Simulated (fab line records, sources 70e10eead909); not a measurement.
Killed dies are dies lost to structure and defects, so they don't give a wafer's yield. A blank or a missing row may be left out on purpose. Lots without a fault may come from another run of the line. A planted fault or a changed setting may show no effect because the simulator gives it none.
One fault seen from 3 desks | flow nand_harc | each desk has only its own numbers; what lay behind them comes last

THE METROLOGY DESK
What the gauges read, lot by lot, whatever tool the lot ran on: means of the sampled wafers that have a number. A lot is out of limits, marked OUT, if its mean lies more than 4 standard deviations from the usual mean; the brackets give that distance.
Columns: A = thk_nm at NHARC_A_ONON_D2_THK_MEAS_34, usual 200 nm
lot  | first seen here | A
L150 | day 13 06:17    | 202
L152 | day 14 13:16    | 201
L154 | day 15 08:09    | 197
L155 | day 15 12:37    | 202
L156 | day 15 12:49    | 199
L157 | day 16 15:06    | 199
L160 | day 17 15:20    | 193
L166 | day 20 05:08    | 199
L167 | day 20 05:08    | 199
L170 | day 21 22:02    | 200
L171 | day 21 22:10    | 199
L172 | day 23 00:58    | 200
This desk's finding: nothing out of limits on any of the 12 lots.

THE DEFECT DESK
What the inspections along the route counted, lot by lot: means of the sampled wafers that have a number. A lot is out of limits, marked OUT, if its mean lies more than 4 standard deviations from the usual mean; the brackets give that distance.
Columns: A = raw_defect_count at NHARC_A_CHANNEL_HOLE_D2_INSPECT_12, usual 27; B = raw_defect_count at NHARC_A_CHANNEL_HOLE_D2_INSPECT_40, usual 284
lot  | first seen here | A              | B
L150 | day 13 10:46    | 57             | 236
L152 | day 14 16:09    | 55             | 400
L154 | day 15 11:35    | 4              | 201
L155 | day 15 16:44    | 6              | 293
L156 | day 15 17:11    | 54             | 353
L157 | day 16 19:55    | 116            | 287
L160 | day 17 18:14    | 167 (+6.1) OUT | 323
L167 | day 20 08:52    | 63             | 292
L166 | day 20 09:08    | 15             | 209
L170 | day 22 01:38    | 6              | 245
L171 | day 22 02:28    | 32             | 184
L172 | day 23 05:25    | 1              | 301
This desk's finding: out of limits on L160; first on L160, day 17 18:14 (raw_defect_count at NHARC_A_CHANNEL_HOLE_D2_INSPECT_12). In limits: L150, L152, L154, L155, L156, L157, L167, L166, L170, L171, L172.

THE TOOL OWNER'S DESK: pecvd-03
The tool's own readings at NHARC_A_CHANNEL_HOLE_D2_DEP_01 (deposits SiON, target thk 140 nm): means of the sampled wafers that have a number, for each lot that ran on this tool. A lot is out of limits, marked OUT, if its mean lies more than 4 standard deviations from the usual mean; the brackets give that distance.
Columns: A = chamber_pressure_Torr at NHARC_A_CHANNEL_HOLE_D2_DEP_01, usual 3.499 Torr; B = heater_power_w at NHARC_A_CHANNEL_HOLE_D2_DEP_01, usual 766 W; C = rf_fwd_power_W at NHARC_A_CHANNEL_HOLE_D2_DEP_01, usual 348.5 W
lot  | first seen here | A     | B   | C
L154 | day 15 10:44    | 3.495 | 771 | 348.5
L157 | day 16 19:04    | 3.503 | 788 | 348.2
L160 | day 17 17:24    | 3.495 | 703 | 347.9
L166 | day 20 08:19    | 3.499 | 753 | 347.6
L170 | day 22 00:49    | 3.505 | 752 | 349.0
This desk's finding: nothing out of limits on any of the 5 lots.

PUT TOGETHER
The defect desk could have raised an alarm at day 17 18:14, on L160.
The metrology desk saw nothing out of limits.
The tool owner's desk saw nothing out of limits.
The metrology desk has L160 on record, within its limits.
The tool owner's desk has L160 on record, within its limits.
Of the lots named, all ran NHARC_A_CHANNEL_HOLE_D2_DEP_01 on pecvd-03.

WHAT THE SIMULATOR HAD PUT IN
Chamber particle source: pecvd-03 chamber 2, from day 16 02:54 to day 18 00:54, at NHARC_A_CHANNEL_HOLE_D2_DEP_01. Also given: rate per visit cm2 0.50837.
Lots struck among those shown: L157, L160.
Hours from the fault's start to each desk's first reading out of limits: the defect desk, 39.
